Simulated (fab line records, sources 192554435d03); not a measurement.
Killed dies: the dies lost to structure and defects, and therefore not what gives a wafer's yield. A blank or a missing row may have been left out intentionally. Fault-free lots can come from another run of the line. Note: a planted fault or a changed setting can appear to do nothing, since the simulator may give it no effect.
Struck lot and sound lot, side by side || flow n5 finfet || 16 out of 1938 route steps
Sound: the wafers L524.1, L524.2, L524.3. Wafers struck: L535.1, L535.2, L535.3. The cause comes at the end.
Per side, at each step with rows, come the tool, then ch with its chambers, and then its first start. Under that, the readings that differ: sound wafers || struck wafers || difference of the means || sigmas: that difference in standard deviations of wafers without a fault.
alike: same words and numbers on both sides, and readings whose means sit less than 2 such deviations apart. not compared: any withheld reading, any reading some wafer has no value for, any bound like >300 that may hide the same value, and any number with overlapping values for which the record gives no deviation.
A row with sigmas, a row that says differs or no value, or rows on one side alone: a step with any of these is where the two part. Non-overlapping numbers with no deviation appear without sigmas and do not part them. A reading that every wafer of one side lacks parts them only if that side has two wafers or more.

N5_BEOL_M3_OVL_MEAS_12:
  sound on overlay-01 ch 0, day 7 11:33; struck on overlay-02 ch 0, day 10 12:10
  alike: M3_OVL
N5_BEOL_M3_INSPECT_13: inspects for defects (brightfield).
  sound: defect inspect-01 at day 7 11:37; struck: defect inspect-02 at day 10 12:13
  alike: raw defect count
N5_BEOL_M3_DESCUM_16: chemistry O2, time 7 s.
  sound on rie diel-06 ch 0,2,3, day 7 11:41; struck on rie diel-05 ch 0,1,2, day 10 12:20
  alike: drypump motor current A, oes product au, rf vpp V, showerhead plenum p Torr, throttle valve pct
  not compared: rf hours counter h
then, 1 step without rows for these wafers: N5_BEOL_M3_ETCH_74 (etches underlayer in N2/H2, target depth 6.5 nm, time 5.2 s).
N5_BEOL_M3_ETCH_63: etches SiARC in CF4, target depth 15.6 nm, time 26 s.
  sound on rie diel-06 ch 0,2,3, day 7 11:44; struck on rie diel-05 ch 0,1,2, day 10 12:23
  alike: drypump motor current A, etch rf on time s, oes product au, rf vpp V, showerhead plenum p Torr, throttle valve pct
  not compared: rf hours counter h
N5_BEOL_M3_ETCH_64: etches SOC in N2/H2, target depth 75 nm, overetch 15 nm, time 112.5 s.
  sound on rie diel-06 ch 0,2,3, day 7 11:46; struck on rie diel-05 ch 0,1,2, day 10 12:25
  alike: drypump motor current A, oes product au, rf vpp V, showerhead plenum p Torr, throttle valve pct
  not compared: rf hours counter h
then, 2 steps without rows for these wafers: N5_BEOL_M3_STRIP_65 (strips in N2/H2); N5_BEOL_M3_STRIP_75 (strips in N2/H2).
N5_BEOL_M3_STRIP_66: strips in CF4.
  sound on rie diel-06 ch 0,2,3, day 7 11:54; struck on rie diel-05 ch 0,1,2, day 10 12:32
  alike: drypump motor current A, oes product au, rf vpp V, showerhead plenum p Torr, throttle valve pct
  not compared: rf hours counter h
N5_BEOL_M3_HM_OPEN_17: chemistry Cl2/BCl3, target TiN, target depth 20 nm, overetch 6 nm.
  sound on rie metal-02 ch 0,1, day 7 11:56; struck on rie metal-03 ch 0,1, day 10 12:35
  alike: drypump motor current A, he backside leak sccm, oes product au, throttle valve pct
  not compared: rf hours counter h
then, 1 step without rows for these wafers: N5_BEOL_M3_STRIP_19 (strips in O2).
N5_BEOL_M3_CD_MEAS_18: pitch 36 nm, target cd 18 nm.
  sound: cd sem-03 at day 7 12:08; struck: cd sem-02 at day 10 12:47
  alike: cd nm
N5_BEOL_M3_COAT_67: time 60 s, resist thk 60 nm.
  sound on litho track-05 ch 0, day 7 12:11; struck on litho track-05 ch 0, day 10 12:49
{"reading": "heater power total W (W)", "sound": "501.2 501.6 501.2", "struck": "480.3 481.4 482.4", "difference": -20.0, "sigmas": -11}
{"reading": "plate temp C (C)", "sound": "250.21 250.11 250.03", "struck": "242.26 242.28 242.08", "difference": -7.91, "sigmas": -42}
  alike: resist line temp C
then, 1 step without rows for these wafers: N5_BEOL_M3_COAT_68 (time 60 s, resist thk 12 nm).
N5_BEOL_M4_RC_MEAS_101:
  sound on prober-01 ch 0, day 8 08:14; struck on prober-01 ch 0, day 11 21:13
  alike: DIBL_N, DIBL_P, IOFF_N, IOFF_P, ION_N, ION_P, SS_N, SS_P, VT_N, VT_P
following that, these wafers have no rows for 1 step: N5_PASSIVATION_PROBE_49.

== WHERE THEY PART ==
Within this record, at N5_BEOL_M3_COAT_67 only. Later steps at which nothing parts them and some readings are alike: N5_BEOL_M4_RC_MEAS_101.

WHY: what had been put in by the simulator
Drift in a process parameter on litho track-05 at N5_BEOL_M3_COAT_67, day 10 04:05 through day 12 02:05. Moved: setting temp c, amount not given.
